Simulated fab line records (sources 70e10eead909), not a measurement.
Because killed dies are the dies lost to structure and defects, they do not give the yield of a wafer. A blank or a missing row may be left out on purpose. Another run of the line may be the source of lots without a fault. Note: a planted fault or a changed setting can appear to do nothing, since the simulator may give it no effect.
Which tool was responsible? | flow nand harc | 36 wafers from 12 lots sampled at 5 of the route's 1159 steps

WHAT THE GAUGES SHOWED, per wafer
NHARC_END_SORT_01. Usual: killed at array 27, standard deviation 9.9; killed at other 0.5, standard deviation 0.76; killed at periphery 3.4, standard deviation 2.2; killed dies 31, standard deviation 10; killed open 3.3, standard deviation 2; killed short 2.0, standard deviation 1.5.
lot  | measured     | on        | killed at array | killed at other | killed at periphery | killed dies | killed open | killed short | flag
L126 | day 20 20:11 | prober-02 | 24 22 672       | 0 0 0           | 4 4 5               | 28 26 677   | 1 3 1       | 0 0 1        | OFF
L130 | day 21 12:50 | prober-01 | 10 9 672        | 3 1 0           | 6 5 5               | 19 15 677   | 4 1 3       | 0 1 1        | OFF

TOOL THAT RAN EACH LOT (tool first, then ch and the chambers of the sampled wafers, then the start)
lot  | NHARC_A_CHANNEL_FILL_D1_RTA_24   | NHARC_A_STAIRCASE_ETCH_13          | NHARC_A_STAIRCASE_TRIM_18                     | NHARC_A_STAIRCASE_ETCH_19
L120 | rtp anneal-01 ch 0, day 10 21:25 | rie diel-11 ch 0,2,3, day 11 00:51 | rie diel-11 ch 0,1, no start                  | rie diel-11 ch 0,3, no start
L121 | rtp anneal-02 ch 0, day 11 00:02 | rie diel-11 ch 0,1,2, day 11 03:17 | rie diel-11 ch 0,1,2, no start                | rie diel-11 ch 0,2,3, no start
L124 | rtp anneal-01 ch 0, day 11 14:08 | rie diel-01 ch 0,1, day 11 17:25   | rie diel-01 ch 0,1, no start                  | rie diel-01 ch 1,2,3, no start
L125 | rtp anneal-01 ch 0, day 12 00:00 | rie diel-01 ch 0,2, day 12 03:25   | rie diel-01 ch 0,2,3, no start                | rie diel-01 ch 1,2,3, no start
L126 | rtp anneal-02 ch 0, day 12 00:02 | rie diel-01 ch 1,2,3, day 12 03:38 | rie diel-01 ch 0,1,3, day 20 20:11 or earlier | rie diel-01 ch 0,1,3, day 20 20:11 or earlier
L130 | rtp anneal-02 ch 0, day 12 20:11 | rie diel-01 ch 1,2,3, day 12 23:31 | rie diel-01 ch 0,1,2, day 21 12:50 or earlier | rie diel-01 ch 0,1,2, day 21 12:50 or earlier
L133 | rtp anneal-01 ch 0, day 13 16:55 | rie diel-13 ch 0,1,2, day 13 20:10 | rie diel-13 ch 0,1,3, no start                | rie diel-13 ch 0,1,3, no start
L138 | rtp anneal-02 ch 0, day 15 02:23 | rie diel-01 ch 0,2,3, day 15 05:50 | rie diel-01 ch 0,1,2, no start                | rie diel-01 ch 1,2,3, no start
L140 | rtp anneal-01 ch 0, day 15 09:45 | rie diel-11 ch 1,2, day 15 13:34   | rie diel-11 ch 0,1,2, no start                | rie diel-11 ch 1,2,3, no start
L139 | rtp anneal-02 ch 0, day 15 09:49 | rie diel-13 ch 1,2,3, day 15 13:07 | rie diel-13 ch 1,2,3, no start                | rie diel-13 ch 0,1,3, no start
L142 | rtp anneal-02 ch 0, day 15 22:40 | rie diel-13 ch 0,1, day 16 02:07   | rie diel-13 ch 2,3, no start                  | rie diel-13 ch 1,3, no start
L143 | rtp anneal-01 ch 0, day 16 07:43 | rie diel-13 ch 1,2, day 16 11:10   | rie diel-13 ch 1,3, no start                  | rie diel-13 ch 1,2,3, no start
- NHARC_A_CHANNEL_FILL_D1_RTA_24: time 5 s.
- NHARC_A_STAIRCASE_ETCH_13: etches the open film in C4F8/O2, target depth 100 nm, time 40.5 s.
- NHARC_A_STAIRCASE_TRIM_18: chemistry O2, time 211.2 s.
- NHARC_A_STAIRCASE_ETCH_19: etches the open film in C4F8/O2, target depth 100 nm, time 40.5 s.

AS READ BY THE TOOLS THEMSELVES (means over the sampled wafers that have a number; for cases with no such wafer, the mark the record gives instead)
NHARC_A_CHANNEL_FILL_D1_RTA_24. Usual: lamp power pct 28.4 %, standard deviation 0.43; lamp_zone_4_pct 28.4 %, standard deviation 0.43; lamp_zone_7_pct 28.8 %, standard deviation 0.44; wafer_temp_C_max 1003.8, standard deviation 1.
lot  | tool          | lamp power pct (%) | lamp_zone_4_pct (%) | lamp_zone_7_pct (%) | wafer_temp_C_max | flag
L120 | rtp anneal-01 | 28.7               | 28.7                | 29.1                | 1003.7           |
L121 | rtp anneal-02 | 27.8               | 27.8                | 28.2                | 1005.4           |
L124 | rtp anneal-01 | 28.7               | 28.7                | 29.1                | 1003.1           |
L125 | rtp anneal-01 | 28.7               | 28.7                | 29.2                | 1003.9           |
L126 | rtp anneal-02 | 27.8               | 27.8                | 28.3                | 1005.2           |
L130 | rtp anneal-02 | 27.8               | 27.9                | 28.3                | 1003.9           |
L133 | rtp anneal-01 | 28.8               | 28.7                | 29.2                | 1003.2           |
L138 | rtp anneal-02 | 27.9               | 27.8                | 28.3                | 1003.9           |
L140 | rtp anneal-01 | 28.7               | 28.7                | 29.2                | 1003.1           |
L139 | rtp anneal-02 | 27.8               | 27.8                | 28.2                | 1003.8           |
L142 | rtp anneal-02 | 27.8               | 27.8                | 28.3                | 1004.5           |
L143 | rtp anneal-01 | 28.7               | 28.7                | 29.2                | 1003.7           |

NHARC_A_STAIRCASE_ETCH_13. Usual: oes product au 0.940 a.u., standard deviation 0.017; rf fwd power W 593.1 W, standard deviation 2.7; rf vpp V 897 V, standard deviation 4.5.
lot  | tool        | oes product au (a.u.) | rf fwd power W (W) | rf vpp V (V) | flag
L120 | rie diel-11 | 0.930                 | 595.4              | 898          |
L121 | rie diel-11 | 0.931                 | 593.9              | 896          |
L124 | rie diel-01 | 0.947                 | 591.7              | 895          |
L125 | rie diel-01 | 0.938                 | 593.2              | 899          |
L126 | rie diel-01 | 0.854                 | 512.0              | 897          | OFF
L130 | rie diel-01 | 0.853                 | 513.5              | 896          | OFF
L133 | rie diel-13 | 0.948                 | 593.0              | 900          |
L138 | rie diel-01 | 0.919                 | 593.2              | 899          |
L140 | rie diel-11 | 0.932                 | 591.9              | 892          |
L139 | rie diel-13 | 0.958                 | 592.8              | 896          |
L142 | rie diel-13 | 0.982                 | 594.3              | 902          |
L143 | rie diel-13 | 0.953                 | 592.6              | 897          |

NHARC_A_STAIRCASE_TRIM_18. Usual: drypump motor current A 5.7 A, standard deviation 0.37; oes product au 1.002 a.u., standard deviation 0.013; rf vpp V 57.9 V, standard deviation 0.88; showerhead plenum p Torr 3.56 Torr, standard deviation 0.13; throttle valve pct 17.036 %, standard deviation 0.009.
lot  | tool        | drypump motor current A (A) | oes product au (a.u.) | rf vpp V (V) | showerhead plenum p Torr (Torr) | throttle valve pct (%) | flag
L120 | rie diel-11 | 5.6                         | 1.000                 | 58.3         | 3.63                            | 17.031                 |
L121 | rie diel-11 | 5.6                         | 1.000                 | 57.5         | 3.53                            | 17.040                 |
L124 | rie diel-01 | 5.6                         | 1.002                 | 58.1         | 3.51                            | 17.036                 |
L125 | rie diel-01 | 5.7                         | 1.012                 | 58.0         | 3.63                            | 17.034                 |
L126 | rie diel-01 | 5.8                         | 1.002                 | 57.3         | 3.51                            | 17.033                 |
L130 | rie diel-01 | 5.7                         | 1.006                 | 57.9         | 3.54                            | 17.044                 |
L133 | rie diel-13 | 5.9                         | 1.010                 | 59.2         | 3.60                            | 17.040                 |
L138 | rie diel-01 | 5.7                         | 0.998                 | 57.4         | 3.53                            | 17.032                 |
L140 | rie diel-11 | 5.6                         | 1.006                 | 57.8         | 3.51                            | 17.038                 |
L139 | rie diel-13 | 5.4                         | 1.001                 | 58.7         | 3.52                            | 17.044                 |
L142 | rie diel-13 | 5.3                         | 1.013                 | 57.7         | 3.51                            | 17.041                 |
L143 | rie diel-13 | 5.5                         | 0.997                 | 58.6         | 3.48                            | 17.035                 |

NHARC_A_STAIRCASE_ETCH_19. Usual: oes product au 0.941 a.u., standard deviation 0.013; rf fwd power W 592.8 W, standard deviation 2.5; rf vpp V 897 V, standard deviation 4.8.
lot  | tool        | oes product au (a.u.) | rf fwd power W (W) | rf vpp V (V) | flag
L120 | rie diel-11 | 0.928                 | 596.1              | 901          |
L121 | rie diel-11 | 0.941                 | 593.1              | 899          |
L124 | rie diel-01 | 0.952                 | 590.2              | 896          |
L125 | rie diel-01 | 0.935                 | 590.6              | 897          |
L126 | rie diel-01 | 0.920                 | 592.8              | 894          |
L130 | rie diel-01 | 0.932                 | 591.1              | 896          |
L133 | rie diel-13 | 0.934                 | 590.7              | 898          |
L138 | rie diel-01 | 0.945                 | 592.9              | 895          |
L140 | rie diel-11 | 0.935                 | 591.6              | 894          |
L139 | rie diel-13 | 0.961                 | 592.4              | 897          |
L142 | rie diel-13 | 0.940                 | 592.9              | 896          |
L143 | rie diel-13 | 0.946                 | 593.1              | 896          |

THE ANSWER, worked out from the rows above alone
Rule: a lot is off if the mean of its wafers that have a number lies more than 3 standard deviations from the usual mean. A lot without any number at a reading at which 4 lots or more have one is off too. Any other lot the step has rows for is counted as sound. After the gauges, taken in route order, come the tools' own readings; for these a lot's mean is taken, as printed above. The first step at which some lot is off is used, and at that step the reading that is off furthest; a lot without a number counts as furthest.
Off: L126, L130, at NHARC_END_SORT_01 (killed at array). Neither off nor sound, because the step has no rows for them: L120, L121, L124, L125, L133, L138, L140, L139, L142, L143.
A tool fits if, at a process step before that reading, it ran every lot that is off, and no sound lot after the first of them. Not tried: the gauges at NHARC_END_SORT_01; whatever is off there is also off at NHARC_A_STAIRCASE_ETCH_13, on other tools, and gauge error can't account for it. Because NHARC_A_STAIRCASE_TRIM_18 lacks a start for some lots, the hours and order of its lots are taken from NHARC_END_SORT_01. Because NHARC_A_STAIRCASE_ETCH_19 lacks a start for some lots, the hours and order of its lots are taken from NHARC_END_SORT_01. Can't be told from this: 2 tools fit, rtp anneal-02 at NHARC_A_CHANNEL_FILL_D1_RTA_24, rie diel-01 at NHARC_A_STAIRCASE_ETCH_13 and NHARC_A_STAIRCASE_TRIM_18 and NHARC_A_STAIRCASE_ETCH_19.

WHAT HAD BEEN PUT IN BY THE SIMULATOR
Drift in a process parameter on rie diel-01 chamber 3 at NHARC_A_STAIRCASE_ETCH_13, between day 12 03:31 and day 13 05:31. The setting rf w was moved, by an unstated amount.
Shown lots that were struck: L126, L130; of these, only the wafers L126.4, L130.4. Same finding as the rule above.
